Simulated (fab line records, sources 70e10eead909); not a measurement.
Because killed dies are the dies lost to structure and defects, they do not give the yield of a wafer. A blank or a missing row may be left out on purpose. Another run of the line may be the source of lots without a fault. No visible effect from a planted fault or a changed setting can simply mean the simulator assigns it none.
Check for tools in common | flow nandHarc | 14 lots, 42 wafers sampled

== THE REASON FOR OPENING IT ==
At NHARC_A_ONON_D1_THK_MEAS_24 the reading thkNm is flagged on 2 of 14 lots. Fault-free wafers read 1002 nm, with a standard deviation of 8.8.
Rule: a lot is flagged when every wafer of it that has a number lies more than 4 standard deviations from that mean, or none has a number. The rest of the lots are taken to be sound.

lot  | measured     | on           | thkNm (nm), wafer by wafer | flag
L514 | day 8 12:47  | filmMetro-01 | 991 991 993                | 
L512 | day 8 12:59  | filmMetro-02 | 988 987 986                | 
L513 | day 8 13:07  | filmMetro-01 | 1011 1012 1012             | 
L517 | day 8 23:16  | filmMetro-02 | 991 993 992                | 
L515 | day 8 23:16  | filmMetro-01 | 998 996 994                | 
L516 | day 9 05:43  | filmMetro-02 | 1003 1003 1004             | 
L519 | day 9 15:22  | filmMetro-02 | 1024 1026 1026             | 
L518 | day 9 15:22  | filmMetro-01 | 1004 1005 1007             | 
L522 | day 10 06:21 | filmMetro-02 | 996 997 998                | 
L525 | day 11 10:01 | filmMetro-02 | 1003 1004 1002             | 
L524 | day 11 10:22 | filmMetro-02 | 1003 1006 1004             | 
L529 | day 12 09:20 | filmMetro-02 | 1002 1001 1001             | 
L532 | day 13 07:02 | filmMetro-01 | 1774 1774 1775             | FLAGGED
L534 | day 13 16:59 | filmMetro-02 | 1758 1759 1758             | FLAGGED
The mean of the flagged lots' numbers is 1766 nm, +764 nm from the usual (+87 standard deviations).

== TOOL THAT RAN EACH LOT ==
The record keeps 1 process step preceding the reading, out of 1159 steps on the route. Each cell gives the tool, then ch followed by the chambers the sampled wafers passed through, then the start.
lot  | flag    | NHARC_A_ONON_D1_DEP_22
L514 |         | pecvdOnon-04 ch 0, day 8 12:17
L512 |         | pecvdOnon-02 ch 0, day 8 12:29
L513 |         | pecvdOnon-03 ch 0, day 8 12:36
L517 |         | pecvdOnon-02 ch 0, day 8 22:45
L515 |         | pecvdOnon-04 ch 0, day 8 22:45
L516 |         | pecvdOnon-04 ch 0, day 9 05:19
L519 |         | pecvdOnon-04 ch 0, day 9 14:55
L518 |         | pecvdOnon-02 ch 0, day 9 14:51
L522 |         | pecvdOnon-02 ch 0, day 10 05:50
L525 |         | pecvdOnon-02 ch 0, day 11 09:31
L524 |         | pecvdOnon-02 ch 0, day 11 09:52
L529 |         | pecvdOnon-03 ch 0, day 12 08:49
L532 | FLAGGED | pecvdOnon-04 ch 0, day 13 06:38
L534 | FLAGGED | pecvdOnon-04 ch 0, day 13 16:35
What the steps here do:
- NHARC_A_ONON_D1_DEP_22: target thk 1000 nm.
- NHARC_A_ONON_D1_THK_MEAS_24: measures by ellipsometry.

== FLAGGED AGAINST TOTAL, ONE TOOL AT A TIME (gauges that did the reading follow at the end) ==
step                        | tool         | lots run | flagged | share of the flagged lots | sound lots run after its first flagged lot
NHARC_A_ONON_D1_DEP_22      | pecvdOnon-02 | 6        | 0       | none                      | -
NHARC_A_ONON_D1_DEP_22      | pecvdOnon-03 | 2        | 0       | none                      | -
NHARC_A_ONON_D1_DEP_22      | pecvdOnon-04 | 6        | 2       | all                       | 0
NHARC_A_ONON_D1_THK_MEAS_24 | filmMetro-01 | 5        | 1       | some                      | 0
NHARC_A_ONON_D1_THK_MEAS_24 | filmMetro-02 | 9        | 1       | some                      | 0

== WHAT THE TABLE ALLOWS ==
Rows of the table that ran each flagged lot: 1, that is pecvdOnon-04 at NHARC_A_ONON_D1_DEP_22.
- pecvdOnon-04 at NHARC_A_ONON_D1_DEP_22: 2 of its 6 lots flagged. A fault beginning between L519 (day 9 14:55), its last sound lot, and L532 (day 13 06:38), its first flagged one, fits the data.
Just one tool remains: pecvdOnon-04 at NHARC_A_ONON_D1_DEP_22.

== WHAT THE SIMULATOR HAD PUT IN ==
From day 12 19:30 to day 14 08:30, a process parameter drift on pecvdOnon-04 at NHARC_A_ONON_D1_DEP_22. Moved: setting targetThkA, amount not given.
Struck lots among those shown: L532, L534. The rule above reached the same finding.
